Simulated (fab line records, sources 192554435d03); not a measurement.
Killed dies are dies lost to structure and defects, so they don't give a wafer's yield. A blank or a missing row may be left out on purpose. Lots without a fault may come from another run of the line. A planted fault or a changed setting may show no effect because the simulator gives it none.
Chamber matching | flow n5_finfet | N5_BEOL_M3_PRE_CLEAN_60 on cvd_co-01: 3 sister chambers
The step time 15 s. 6 wafers are shown with their chamber, then 12 later ones without.

WAFERS WITH THEIR CHAMBER
wafer  | chamber | heater_power_w (W)
L084.3 | 1       | 73
L084.4 | 0       | 93
L084.6 | 1       | 70
L090.1 | 2       | 114
L090.4 | 2       | 116
L090.5 | 0       | 93

WAFERS WITHOUT THEIR CHAMBER
wafer  | heater_power_w (W)
L091.2 | 70
L091.3 | 114
L091.5 | 72
L092.1 | 117
L092.4 | 89
L092.6 | 70
L095.1 | 69
L095.5 | 116
L095.6 | 70
L096.1 | 71
L096.2 | 112
L096.4 | 71

WHICH CHAMBER EACH WENT THROUGH
wafer  | from the rows above | in truth
L091.2 | 1                   | 1
L091.3 | 2                   | 2
L091.5 | 1                   | 1
L092.1 | 2                   | 2
L092.4 | 0                   | 0
L092.6 | 1                   | 1
L095.1 | 1                   | 1
L095.5 | 2                   | 2
L095.6 | 1                   | 1
L096.1 | 1                   | 1
L096.2 | 2                   | 2
L096.4 | 1                   | 1
Placed correctly: 12 of 12. Can't be placed from these rows: 0. Placed wrongly: 0.
How it was worked out, from the rows above alone: a wafer's distance from a chamber is the root of the sum, over the readings, of the square of ((its reading less the chamber's mean) divided by the reading's scatter). The wafer belongs to the nearest chamber; if the next one is less than 2 further off, it can't be placed. A chamber's mean is the mean of its shown wafers. The scatter: the root of (the sum of the squares of (reading less its chamber's mean) over the shown wafers, divided by (wafers less chambers)).
